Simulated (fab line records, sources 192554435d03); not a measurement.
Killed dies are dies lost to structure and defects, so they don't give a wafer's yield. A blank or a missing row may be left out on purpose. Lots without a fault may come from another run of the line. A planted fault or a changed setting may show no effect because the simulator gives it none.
A struck lot beside a sound one | flow n5_finfet | 23 steps out of a route of 1938
Sound: wafers L491.2, L491.5, L491.6. Struck: wafers L485.2, L485.3, L485.6. The cause comes at the end.
At each step with rows: each side's tool, then ch and its chambers, then its first start. Under that, the readings that differ: sound wafers | struck wafers | difference of the means | sigmas: that difference in standard deviations of wafers without a fault.
alike: readings whose means differ by less than 2 such deviations, and words and numbers that are the same on both sides. not compared: withheld readings, readings that some wafer has no value for, bounds like >300 that may hide the same value, and numbers for which the record gives no deviation and whose values overlap.
The two part at a step that has a row with sigmas, a row that says differs or no value, or rows on one side only. Numbers that don't overlap but have no deviation are shown without sigmas and don't part them. A reading that every wafer of one side lacks parts them only if that side has two wafers or more.

first, 10 steps without rows for these wafers: N5_BEOL_M5_DESCUM_16 (chemistry O2, time 7 s); N5_BEOL_M5_ETCH_72 (etches underlayer in N2/H2, target depth 6.5 nm, time 5.2 s); N5_BEOL_M5_ETCH_61 (etches SiARC in CF4, target depth 15.6 nm, time 26 s); N5_BEOL_M5_ETCH_62 (etches SOC in N2/H2, target depth 75 nm, overetch 15 nm, time 112.5 s); N5_BEOL_M5_STRIP_63 (strips in N2/H2); N5_BEOL_M5_STRIP_73 (strips in N2/H2); N5_BEOL_M5_STRIP_64 (strips in CF4); N5_BEOL_M5_HM_OPEN_17 (chemistry Cl2/BCl3, target TiN, target depth 20 nm, overetch 6 nm); N5_BEOL_M5_STRIP_19 (strips in O2); N5_BEOL_M5_COAT_65 (time 60 s, resist thk 60 nm).
N5_BEOL_M5_COAT_66: time 60 s, resist thk 12 nm.
  sound on litho_track-05 ch 0, day 14 00:35; struck on litho_track-04 ch 0, day 12 17:41
  reading                                    | sound                | struck               | difference | sigmas
  spin_speed_rpm (rpm)                       | 1501.4 1500.2 1502.4 | 1624.3 1625.6 1624.7 | +123.5     | +99 or more
  model.SiARC_of_BEOL_M5_COAT_66.thk_nm (nm) | 12 12 12             | 11.6 11.6 11.6       | -0.4       |
  alike: resist_line_temp_C
then, 9 steps without rows for these wafers: N5_BEOL_M5_COAT_74 (time 60 s, resist thk 5 nm); N5_BEOL_M5_COAT_22 (resist thk 30 nm); N5_BEOL_M5_EBR_24; N5_BEOL_M5_SOFTBAKE_23 (time 60 s); N5_BEOL_M5_EXPOSE_25 (exposes mask V4, defocus 10 nm); N5_BEOL_M5_PEB_26 (peb time 60 s); N5_BEOL_M5_DEVELOP_27 (develop time 30 s); N5_BEOL_M5_DESCUM_33 (chemistry O2, time 7 s); N5_BEOL_M5_ETCH_75 (etches underlayer in N2/H2, target depth 6.5 nm, time 5.2 s).
N5_BEOL_M5_ETCH_67: etches SiARC in CF4, target depth 15.6 nm, time 26 s.
  sound on rie_diel-01 ch 0,3, day 14 01:08; struck on rie_diel-05 ch 0,2,3, day 12 18:14
  reading                                      | sound          | struck            | difference | sigmas
  etch_rf_on_time_s (s)                        | 26.6 25.9 26.5 | 25.4 24.7 25.5    | -1.1       | -2
  model.etch.depth_nm (nm)                     | 12.01 12 12    | 11.54 11.56 11.56 | -0.45      |
  model.CAR-EUV_of_BEOL_M5_COAT_22.thk_nm (nm) | 11 11 11       | 11.4 11.4 11.4    | +0.4       |
  alike: drypump_motor_current_A, oes_product_au, rf_vpp_V, showerhead_plenum_p_Torr, throttle_valve_pct
  not compared: rf_hours_counter_h
N5_BEOL_M5_ETCH_68: etches SOC in N2/H2, target depth 80 nm, overetch 16 nm, time 120 s.
  sound on rie_diel-01 ch 0,3, day 14 01:10; struck on rie_diel-05 ch 0,2,3, day 12 18:16
  reading                                    | sound             | struck            | difference | sigmas
  h2_flow_sccm (sccm)                        | 201.0 200.8 200.6 | 200.0 199.7 198.5 | -1.4       | -2
  model.SiARC_of_BEOL_M5_COAT_66.thk_nm (nm) | 6.6 6.6 6.6       | 6 5.8 6.2         | -1         |
  alike: drypump_motor_current_A, oes_product_au, rf_vpp_V, showerhead_plenum_p_Torr, throttle_valve_pct
  not compared: rf_hours_counter_h
then, 1 step without rows for these wafers: N5_BEOL_M5_STRIP_69 (strips in N2/H2).

WHERE THEY PART
First at N5_BEOL_M5_COAT_66; last, within this record, at N5_BEOL_M5_ETCH_68.

WHY: what the simulator had put in
Process parameter drift: litho_track-04, from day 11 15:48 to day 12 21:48, at N5_BEOL_M5_COAT_66. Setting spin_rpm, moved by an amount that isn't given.
